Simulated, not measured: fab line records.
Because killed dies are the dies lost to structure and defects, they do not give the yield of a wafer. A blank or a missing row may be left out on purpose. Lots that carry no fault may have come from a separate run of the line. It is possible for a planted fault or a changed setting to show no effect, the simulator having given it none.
fab line records	flow nand-harc
[record] lots = 5	wafers = 15	last-day = 33
route steps=1302 shown A_STAIRCASE@807 END@1302
lots that met no fault: from a run of the same line without faults
start-h: start of the lot's first displayed wafer, in hours after the record's first day	wait-h: time in hours since the lot's previous step	" repeats the value in the row above	L1.1+2: several wafers, shown together as one row	- no value, or no start was given	* or withheld: withheld	< > ~ a bound
route shown NAME@n: a module of which the file shows steps, and the number in the route of the first	usual: mean and standard deviation over wafers with no fault	same: alike in all rows	chamber/n: place in a boat	sites: each site's reading	_std_site: the standard deviation of these	_edge_site: mean of outer sites minus mean of inner sites	radius-mm: how far each site lies from the wafer's centre	mask NAME#n: copy n	behind: the last tool/chamber to shape the wafer	hold: the reason the lot was held/the length of the hold in hours/how it ended	device: transistor that didn't switch, given as n, p or np	end of line: the same wafers' tests at the end of the route	for a step that has no rows: nothing shown but its recipe	killed: not the wafer's yield, but the dies lost to structure and defects at the first sort	map: the dies of a wafer, with x for killed, . for not killed, _ for no die there
set.NAME: the setting that was run; set.NAME@STEP: the one run at that earlier step	model.NAME: the simulator's own value behind a step, which no gauge read
certain route steps with their lots: each step a table, each wafer a row
services: from which hour (start-h, from the record's first day; less than 0 if before it) a tool's chamber was out of use, for how many hours, and why
[[steps]]
[step NHARC_A_STAIRCASE_DESCUM_291]
[recipe] time-s = 3	o2-flow-sccm = 200	ar-flow-sccm = 0	bias-power-w = 0	chemistry = O2
[usual] drypump-motor-current-A = 5.8/0.4	oes-product-au = 1.001/0.01	rf-vpp-V = 57.9/0.92	showerhead-plenum-p-Torr = 1.93/0.079	throttle-valve-pct = 11.311/0.0085
lot.wafer	tool	chamber	start-h	wait-h	drypump-motor-current-A	oes-product-au	rf-hours-counter-h	rf-vpp-V	showerhead-plenum-p-Torr	throttle-valve-pct
L393.2	rie-diel-09	3	403.59	-	5.0	0.997	30	56.8	1.83	11.310
L393.1	"	2	"	"	6.3	1.003	30	58.0	1.99	11.306
L393.5	"	0	"	"	6.2	0.998	-	58.4	2.05	11.314
L392.2	rie-diel-13	2	407.65	-	5.8	0.996	24	59.4	1.84	11.320
L392.3	"	0	"	"	5.9	0.995	23	59.2	1.98	11.311
L392.6	"	3	"	"	5.9	1.003	-	58.3	1.93	11.293
L401.4	rie-diel-02	0	493.35	-	6.3	1.001	25	58.4	1.80	11.323
L401.5	"	2	"	"	5.7	1.031	-	58.4	2.07	11.294
L401.6	"	3	"	"	5.7	0.994	-	59.0	1.92	11.321
L410.3	rie-diel-02	3	581.97	-	5.7	1.007	0	57.7	1.91	11.306
L410.5	"	0	"	"	6.3	1.000	-	58.2	1.79	11.304
L410.6	"	1	"	"	5.2	1.011	-	56.6	1.98	11.309
L412.1	rie-diel-13	0	604.51	-	5.9	1.001	29	58.0	1.95	11.304
L412.3	"	2	"	"	5.8	1.011	27	57.3	1.82	11.320
L412.6	"	1	"	"	5.9	0.992	-	58.2	1.95	11.306
[step NHARC_A_STAIRCASE_ETCH_292]
[recipe] cf4-flow-sccm = 100	chf3-flow-sccm = 30	ar-flow-sccm = 0	rf-w = 500	bias-w = 200	chemistry = CF4/CHF3
[step NHARC_A_STAIRCASE_HM_OPEN_460]
[recipe] o2-flow-sccm = 400	cos-flow-sccm = 20	ar-flow-sccm = 0	rf-w = 500	bias-w = 300	chemistry = O2/COS
[usual] drypump-motor-current-A = 5.8/0.4	oes-product-au = 1.001/0.0097	rf-vpp-V = 467.6/2.7	showerhead-plenum-p-Torr = 3.15/0.12	throttle-valve-pct = 28.331/0.0087
lot.wafer	tool	chamber	start-h	wait-h	drypump-motor-current-A	oes-product-au	rf-hours-counter-h	rf-vpp-V	showerhead-plenum-p-Torr	throttle-valve-pct
L393.1	rie-diel-09	1	-	-	5.5	0.999	31	467.4	3.16	28.334
L393.2	"	2	"	"	6.3	0.994	30	468.9	3.24	28.312
L393.5	"	1	"	"	5.5	1.000	-	466.5	3.16	28.322
L392.2	rie-diel-13	3	-	-	6.0	1.003	25	466.9	3.14	28.324
L392.3	"	0	"	"	5.9	1.002	23	469.5	3.22	28.310
L392.6	"	3	"	"	5.9	1.015	-	467.8	3.14	28.334
L401.4	rie-diel-02	0	-	-	6.3	1.003	25	462.1	2.95	28.315
L401.6	"	3	"	"	5.7	0.986	-	467.1	3.13	28.318
L401.5	"	0	"	"	6.3	1.002	-	464.5	2.95	28.335
L410.3	rie-diel-02	0	-	-	6.2	0.974	0	464.5	2.94	28.329
L410.5	"	3	"	"	5.7	0.997	-	467.4	3.12	28.342
L410.6	"	0	"	"	6.3	0.990	-	462.9	2.94	28.341
L412.3	rie-diel-13	0	-	-	5.9	1.008	29	467.7	3.19	28.337
L412.1	"	2	"	"	5.8	1.005	27	463.7	2.98	28.328
L412.6	"	0	"	"	5.9	1.005	-	469.1	3.19	28.337
[step NHARC_A_STAIRCASE_STRIP_461]
[recipe] o2-flow-sccm = 400	cos-flow-sccm = 20	ar-flow-sccm = 0	bias-w = 0	chemistry = O2/COS
[step NHARC_A_STAIRCASE_ETCH_452]
[recipe] target-depth-a = 300	overetch-a = 30	time-s = 16.5	ion-energy-ev = 100	cf4-flow-sccm = 80	o2-flow-sccm = 20	ar-flow-sccm = 0	rf-w = 300	bias-w = 100	chemistry = CF4/O2
[step NHARC_A_STAIRCASE_ETCH_294]
[recipe] target-depth-a = 49890	time-s = 1211.6	ion-energy-ev = 800	c4f8-flow-sccm = 80	o2-flow-sccm = 60	ar-flow-sccm = withheld	rf-w = 600	bias-w = 3000	chemistry = C4F8/O2/Ar
[usual] oes-product-au = 0.932/0.011	rf-vpp-V = 1829/11
lot.wafer	tool	chamber	start-h	wait-h	oes-product-au	rf-hours-counter-h	rf-vpp-V
L393.1	rie-diel-09	3	-	-	0.933	30	1818
L393.2	"	0	"	"	0.930	31	1844
L393.5	"	3	"	"	0.937	-	1817
L392.2	rie-diel-13	3	-	-	0.938	25	1830
L392.3	"	1	"	"	0.931	8	1834
L392.6	"	0	"	"	0.934	-	1835
L401.4	rie-diel-02	0	-	-	0.929	25	1812
L401.5	"	0	"	"	0.926	-	1813
L401.6	"	1	"	"	0.928	-	1836
L410.3	rie-diel-02	3	-	-	0.937	0	1827
L410.6	"	0	"	"	0.925	-	1812
L410.5	"	1	"	"	0.959	-	1835
L412.3	rie-diel-13	0	-	-	0.926	29	1832
L412.1	"	2	"	"	0.944	27	1815
L412.6	"	0	"	"	0.930	-	1832
[step NHARC_A_STAIRCASE_STRIP_295]
[recipe] o2-flow-sccm = 500	ar-flow-sccm = 0	bias-w = 0	chemistry = O2
[usual] drypump-motor-current-A = 5.8/0.41	oes-product-au = 1.002/0.0098	rf-vpp-V = 58.0/0.83	showerhead-plenum-p-Torr = 3.55/0.14	throttle-valve-pct = 17.037/0.0086
lot.wafer	tool	chamber	start-h	wait-h	drypump-motor-current-A	oes-product-au	rf-hours-counter-h	rf-vpp-V	showerhead-plenum-p-Torr	throttle-valve-pct
L393.1	rie-diel-09	3	-	-	5.0	1.007	31	58.5	3.39	17.033
L393.2	"	1	"	"	5.5	1.009	31	57.8	3.57	17.028
L393.5	"	3	"	"	5.0	1.007	-	58.1	3.39	17.038
L392.3	rie-diel-13	1	-	-	6.0	0.997	8	56.8	3.62	17.047
L392.2	"	2	"	"	5.8	1.009	24	57.5	3.40	17.039
L392.6	"	1	"	"	5.9	0.999	-	56.7	3.62	17.032
L401.4	rie-diel-02	0	-	-	6.2	0.994	26	58.1	3.34	17.034
L401.6	"	3	"	"	5.7	0.988	-	59.2	3.54	17.035
L401.5	"	0	"	"	6.3	0.998	-	57.4	3.34	17.033
L410.3	rie-diel-02	3	-	-	5.7	1.003	1	57.9	3.53	17.027
L410.5	"	3	"	"	5.7	1.003	-	59.6	3.53	17.035
L410.6	"	0	"	"	6.3	0.997	-	58.2	3.32	17.027
L412.1	rie-diel-13	1	-	-	5.9	1.019	24	58.5	3.59	17.053
L412.3	"	2	"	"	5.8	1.003	27	58.0	3.37	17.042
L412.6	"	2	"	"	5.8	1.006	-	56.3	3.37	17.024
[step NHARC_A_STAIRCASE_STRIP_296]
[recipe] time-s = 900	temp-c = 130	chemistry = SPM
[step NHARC_A_STAIRCASE_PRECLEAN_297]
[recipe] time-s = *	temp-c = 50	bath-age-min = 0	chemistry = SC1
[step NHARC_A_STAIRCASE_SRD_298]
[step NHARC_A_STAIRCASE_HM_DEP_462]
[recipe] target-thk-a = 8000	temp-c = 400	material = aC
[usual] throttle-valve-pct = 35.001/0.0084
lot.wafer	tool	chamber	start-h	wait-h	throttle-valve-pct
L393.1	acl-dep-02	0	406.65	0.9	35.013
L393.2	"	0	"	"	34.988
L393.5	"	0	"	"	35.006
L392.2	acl-dep-02	0	410.20	0.4	35.002
L392.3	"	0	"	"	34.996
L392.6	"	0	"	"	35.012
L401.4	acl-dep-03	0	498.74	3.2	35.012
L401.5	"	0	"	"	35.017
L401.6	"	0	"	"	35.001
L410.3	acl-dep-02	0	584.80	0.7	34.990
L410.5	"	0	"	"	34.999
L410.6	"	0	"	"	34.993
L412.1	acl-dep-01	0	607.02	0.3	35.001
L412.3	"	0	"	"	35.005
L412.6	"	0	"	"	35.003
[step NHARC_A_STAIRCASE_DEP_301]
[recipe] target-thk-a = 300	target-thk-nm = 30	temp-c = 400	pressure-torr = 3.5	flow-sccm = 200	rf-w = 350	material = SiON
[usual] heater-power-w = 761/76	rf-fwd-power-W = 348.6/1
lot.wafer	tool	chamber	start-h	wait-h	heater-power-w	rf-fwd-power-W
L393.1	pecvd-04	2	408.54	1.6	696	348.1
L393.2	"	1	"	"	845	347.0
L393.5	"	1	"	"	835	347.4
L392.3	pecvd-01	0	411.98	1.2	710	349.3
L392.2	"	1	"	"	631	350.1
L392.6	"	1	"	"	637	347.9
L401.6	pecvd-04	1	499.78	0.1	890	349.2
L401.4	"	2	"	"	754	349.2
L401.5	"	0	"	"	886	306.3
L410.3	pecvd-03	0	586.09	1.0	640	348.3
L410.5	"	2	"	"	667	348.2
L410.6	"	0	"	"	662	348.7
L412.1	pecvd-03	0	608.90	1.6	586	349.2
L412.3	"	2	"	"	742	349.3
L412.6	"	0	"	"	595	350.3
[step NHARC_A_STAIRCASE_DEHYDRATE_302]
[recipe] temp-c = 150	time-s = 120
[step NHARC_END_SORT_01]
[recipe] temp-c = 25
[usual] killed-at-array = 58/18	killed-at-other = 1.0/1.5	killed-at-periphery = 4/3.1	killed-dies = 64/18	killed-open = 3.4/1.9	killed-short = 2.7/1.7
[same] gross-dies = 677
lot.wafer	tool	chamber	start-h	wait-h	killed-at-array	killed-at-other	killed-at-periphery	killed-dies	killed-open	killed-short
L393.1	prober-01	0	585.34	2.5	69	3	2	74	2	2
L393.2	prober-01	0	586.14	2.8	73	1	3	77	1	5
L393.5	prober-01	0	588.54	3.7	80	0	3	83	4	3
L392.2	prober-02	0	593.89	2.8	42	3	8	53	2	4
L392.3	prober-02	0	594.68	3.1	39	0	4	43	6	2
L392.6	prober-02	0	597.05	4.0	30	2	12	44	1	2
L401.4	prober-01	0	680.75	3.4	46	2	0	48	2	5
L401.5	prober-01	0	681.55	3.7	47	0	7	54	5	1
L401.6	prober-01	0	682.36	4.0	40	0	1	41	0	1
L410.3	prober-02	0	778.38	3.1	74	6	3	83	4	4
L410.5	prober-02	0	780.01	3.8	77	5	6	88	0	4
L410.6	prober-02	0	780.82	4.1	74	3	5	82	2	2
L412.1	prober-01	0	790.40	2.5	53	0	2	55	1	3
L412.3	prober-01	0	791.99	3.1	55	0	0	55	2	1
L412.6	prober-01	0	794.39	4.0	60	0	1	61	1	1
// killed by level:class
L393.1 A_CHANNEL_HOLE_D2:chamber-film-flake=37 A_SLIT:chamber-film-flake=23 THIN_TSV:chamber-film-flake=2 A_ONON_D1:geometric-particle:open=1 A_DECK1_JOINT:geometric-particle:short=1 A_DECK1_JOINT:geometric-particle:open=1 A_CHANNEL_FILL_D2:geometric-particle:short=1 P_GATE:chamber-film-flake=1
L393.2 A_CHANNEL_HOLE_D2:chamber-film-flake=29 A_SLIT:chamber-film-flake=24 A_BLC:chamber-film-flake=6 A_CONTACT:chamber-film-flake=3 A_BLC:geometric-particle:short=2 A_CHANNEL_FILL_D1:chamber-film-flake=2 A_SOURCE_PLATE:geometric-particle:open=1 A_ONON_D1:geometric-particle:short=1
L393.5 A_CHANNEL_HOLE_D2:chamber-film-flake=39 A_SLIT:chamber-film-flake=18 A_BLC:chamber-film-flake=4 A_CONTACT:chamber-film-flake=4 A_WL_FILL:chamber-film-flake=3 A_CHANNEL_FILL_D2:geometric-particle:open=2 P_ZERO_WELL:chamber-film-flake=2 A_CHANNEL_FILL_D1:chamber-film-flake=2
L392.2 A_SLIT:chamber-film-flake=25 A_CHANNEL_HOLE_D2:chamber-film-flake=6 P_GATE:chamber-film-flake=4 A_CONTACT:chamber-film-flake=4 A_STAIRCASE:chamber-film-flake=3 THIN_TSV:chamber-film-flake=3 P_M0:geometric-particle:open=2 P_CONTACT:geometric-particle:short=1
L392.3 A_SLIT:chamber-film-flake=20 A_CHANNEL_HOLE_D2:chamber-film-flake=6 P_GATE:chamber-film-flake=4 A_ONON_D2:geometric-particle:open=2 A_CHANNEL_FILL_D1:geometric-particle:short=1 A_CHANNEL_FILL_D1:geometric-particle:open=1 A_DECK1_JOINT:geometric-particle:open=1 A_CHANNEL_HOLE_D2:geometric-particle:open=1
L392.6 A_SLIT:chamber-film-flake=16 P_GATE:chamber-film-flake=10 A_CHANNEL_HOLE_D2:chamber-film-flake=8 A_CHANNEL_HOLE_D1:chamber-film-flake=2 A_CHANNEL_FILL_D1:geometric-particle:open=1 A_CHANNEL_HOLE_D2:geometric-particle:short=1 P_ZERO_WELL:chamber-film-flake=1 P_BONDPAD:chamber-film-flake=1
L401.4 A_CHANNEL_HOLE_D1:chamber-film-flake=32 A_CONTACT:chamber-film-flake=4 A_CHANNEL_FILL_D2:geometric-particle:short=2 A_CHANNEL_FILL_D2:chamber-film-flake=2 A_CHANNEL_FILL_D1:geometric-particle:short=1 A_DECK1_JOINT:geometric-particle:open=1 A_ONON_D2:geometric-particle:open=1 A_CHANNEL_HOLE_D2:geometric-particle:short=1
L401.5 A_CHANNEL_HOLE_D1:chamber-film-flake=38 A_CONTACT:chamber-film-flake=2 P_GATE:geometric-particle:open=1 P_CONTACT:geometric-particle:open=1 P_M0:geometric-particle:open=1 P_M1:geometric-particle:open=1 A_ONON_D1:geometric-particle:short=1 A_CONTACT:geometric-particle:open=1
L401.6 A_CHANNEL_HOLE_D1:chamber-film-flake=32 A_WL_FILL:geometric-particle:short=1 P_BONDPAD:chamber-film-flake=1 A_CHANNEL_HOLE_D2:chamber-film-flake=1 A_CHANNEL_FILL_D1:chamber-film-flake=1 A_STAIRCASE:chamber-film-flake=1 A_SGD_CUT:chamber-film-flake=1 A_SLIT:chamber-film-flake=1
L410.3 A_SLIT:chamber-film-flake=24 A_CHANNEL_HOLE_D2:chamber-film-flake=21 A_CONTACT:chamber-film-flake=10 A_STAIRCASE:chamber-film-flake=6 THIN_TSV:chamber-film-flake=6 A_DECK1_JOINT:geometric-particle:short=3 A_CHANNEL_HOLE_D1:chamber-film-flake=3 A_ONON_D2:geometric-particle:open=2
L410.5 A_SLIT:chamber-film-flake=28 A_CHANNEL_HOLE_D2:chamber-film-flake=21 A_CONTACT:chamber-film-flake=12 P_GATE:chamber-film-flake=6 A_CHANNEL_HOLE_D1:chamber-film-flake=6 THIN_TSV:chamber-film-flake=5 A_BONDPAD:chamber-film-flake=3 A_BLC:chamber-film-flake=2
L410.6 A_SLIT:chamber-film-flake=33 A_CHANNEL_HOLE_D2:chamber-film-flake=18 A_CONTACT:chamber-film-flake=7 A_CHANNEL_HOLE_D1:chamber-film-flake=4 P_GATE:chamber-film-flake=3 A_STAIRCASE:chamber-film-flake=3 A_BLC:chamber-film-flake=3 THIN_TSV:chamber-film-flake=3
L412.1 A_SLIT:chamber-film-flake=24 A_CHANNEL_HOLE_D2:chamber-film-flake=19 A_CHANNEL_FILL_D1:chamber-film-flake=3 P_GATE:chamber-film-flake=2 A_CONTACT:chamber-film-flake=2 A_ONON_D1:geometric-particle:open=1 A_CHANNEL_HOLE_D2:geometric-particle:short=1 A_CHANNEL_FILL_D2:geometric-particle:short=1
L412.3 A_SLIT:chamber-film-flake=28 A_CHANNEL_HOLE_D2:chamber-film-flake=16 A_STAIRCASE:chamber-film-flake=2 A_CONTACT:chamber-film-flake=2 A_CHANNEL_FILL_D1:geometric-particle:open=1 A_ONON_D2:geometric-particle:open=1 A_M1:geometric-particle:short=1 A_ZERO_WELL:chamber-film-flake=1
L412.6 A_SLIT:chamber-film-flake=36 A_CHANNEL_HOLE_D2:chamber-film-flake=18 A_ONON_D1:geometric-particle:short=1 A_CHANNEL_FILL_D2:geometric-particle:open=1 P_ZERO_WELL:chamber-film-flake=1 A_CHANNEL_HOLE_D1:chamber-film-flake=1 A_STAIRCASE:chamber-film-flake=1 A_CONTACT:chamber-film-flake=1
[[services]]
tool	chamber	start-h	hours	kind
rie-diel-13	0	382.44	5.4	repair
pecvd-04	-	384.79	1.5	repair
pecvd-03	2	387.47	3.4	repair
rie-diel-02	-	394.00	9.0	pm
rie-diel-02	3	410.58	1.3	repair
pecvd-03	0	413.59	6.4	repair
rie-diel-02	2	417.28	3.9	repair
rie-diel-09	0	419.70	5.8	repair
acl-dep-02	-	427.90	13.0	pm
pecvd-03	-	437.17	4.6	repair
rie-diel-09	1	440.37	1.2	repair
rie-diel-13	-	444.72	1.3	repair
pecvd-04	-	450.00	13.0	pm
acl-dep-03	-	482.95	13.0	pm
pecvd-03	2	483.82	7.7	repair
pecvd-01	-	492.85	13.0	pm
rie-diel-09	-	497.45	9.0	pm
rie-diel-13	-	519.58	9.0	pm
rie-diel-02	3	538.62	6.4	repair
pecvd-03	1	542.80	23.6	repair
pecvd-01	-	545.39	3.4	repair
pecvd-03	-	547.75	13.0	pm
rie-diel-13	-	556.80	1.1	repair
rie-diel-02	-	571.06	9.0	pm
[[key]]
[first-sign] step = NHARC_A_STAIRCASE_DEP_301	reading = rf-fwd-power-W	direction = down	sigmas = 41	usual = *	struck = *
effect none on later readings
met-at NHARC_A_STAIRCASE_DEP_301
struck-wafers L401.5
tester-left-out L401
[fault] kind = process-parameter-drift	tool = pecvd-04	chamber = 0	onset-h = 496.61	steps = NHARC_A_STAIRCASE_DEP_301	channel = rf-w	offset = *	shape = step	end-h = 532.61	acts-in = *	stated = *
// tester-left-out: of these lots the tester's yield and bins aren't shown, on N5 and GAA mostly nor the transistor test; their killed dies are dies lost to structure and defects alone, not to doping, threshold or leakage, so they don't give the yield
